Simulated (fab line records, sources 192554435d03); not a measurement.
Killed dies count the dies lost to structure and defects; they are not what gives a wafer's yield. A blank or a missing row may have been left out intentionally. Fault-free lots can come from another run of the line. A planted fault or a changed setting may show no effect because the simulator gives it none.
Comparing a struck lot with a sound one    flow n5Finfet    14 steps out of a route of 1938
Sound: these wafers, L742.2, L742.4, L742.6. Struck: wafer L750.3 (left out: L750.5, L750.6 of the same lot, which were not struck); the cause appears at the end.
Order at every step that has rows: each side's tool, ch and its chambers, its first start. Under that, the readings that differ: sound wafers    struck wafers    difference of the means    sigmas: that difference in standard deviations of wafers without a fault.
alike: readings whose means differ by less than 2 such deviations, and words and numbers that are the same on both sides. not compared: withheld readings, readings that some wafer has no value for, bounds like >300 that may hide the same value, and numbers for which the record gives no deviation and whose values overlap.
Wherever a step has rows on one side only, a row that says differs or no value, or a row with sigmas, the two part there. Numbers that don't overlap but have no deviation are shown without sigmas and don't part them. A reading missing from all wafers of one side parts the sides only when that side holds two or more wafers.

first, 1 step without rows for these wafers: N5_BEOL_M8_CURE_75 (cures SiCOH lowk, time 120 s).
N5_BEOL_M8_DEGAS_44: time 60 s.
  sound on pvdSputter-01, day 11 09:05; struck on pvdSputter-01, day 14 06:00
  alike: heaterPowerW, susceptorTempC
then, 1 step without rows for these wafers: N5_BEOL_M8_PRE_CLEAN_45 (time 30 s).
N5_BEOL_M8_ALD_77: deposits TaN, target thk 2 nm, pulse time 2 s, purge time 3 s.
  sound on aldMetal-04 ch 0,3, day 11 09:13; struck on aldMetal-02 ch 0, day 14 06:06
  alike: heaterPowerW, susceptorTempC
  not compared: sinceWetCleanH
N5_BEOL_M8_SURFACE_TREAT_79:
  sound on pvdSputter-01, day 11 09:37; struck on pvdSputter-01, day 14 06:44
  not compared: pressureMtorr, throttleValvePct
then, 1 step without rows for these wafers: N5_BEOL_M8_CVD_78 (deposits Co from CCTBA/H2, target thk 2 nm, time 142.3 s).
N5_BEOL_M8_SPUTTER_48: material Cu, target thk 10 nm, time 1.667 s.
  sound on pvdSputter-01, day 11 10:03; struck on pvdSputter-02, day 14 07:17
  alike: susceptorTempC, throttleValvePct
then, 2 steps without rows for these wafers: N5_BEOL_M8_ECD_50 (material Cu, target thk 300 nm); N5_BEOL_M8_ANNEAL_51 (time 90 s).
N5_BEOL_M8_CMP_52: polishes, stops on SiCOH lowk, t overpolish 6.9 s, target thk 80 nm.
  sound on cmp-03 ch 0,2, day 11 10:37; struck on cmp-03 ch 0, day 14 08:00
  alike: barrierFieldEndpointS, motorCurrentA, overpolishRunS, timeToEndpointS
N5_BEOL_M8_THK_MEAS_53: measures by xrf.
  sound on filmMetro-02, day 11 10:55; struck on filmMetro-01, day 14 08:11
  alike: M8_THK
then, 1 step without rows for these wafers: N5_BEOL_M8_PRE_CLEAN_55 (time 15 s).
N5_BEOL_M8_DEP_56: deposits SiCN from 3MS/NH3, target thk 10 nm, time 17.5 s.
  sound on pecvd-01 ch 1,2, day 11 10:59; struck on pecvd-01 ch 2, day 14 08:14
reading                                  sound           struck  difference  sigmas
model.SiCN_of_BEOL_M8_DEP_56.thkNm (nm)  10.2 10.2 10.2  11.4    +1.2        
  alike: showerheadPlenumPTorr, throttleValvePct
  not compared: sinceWetCleanH
N5_BEOL_M8_RS_MEAS_57: uses a four-point probe to measure.
  sound on filmMetro-02, day 11 11:02; struck on filmMetro-02, day 14 08:19
  alike: M8_RS

WHERE THEY PART
Nowhere in this record.

WHY: the cause the simulator had injected
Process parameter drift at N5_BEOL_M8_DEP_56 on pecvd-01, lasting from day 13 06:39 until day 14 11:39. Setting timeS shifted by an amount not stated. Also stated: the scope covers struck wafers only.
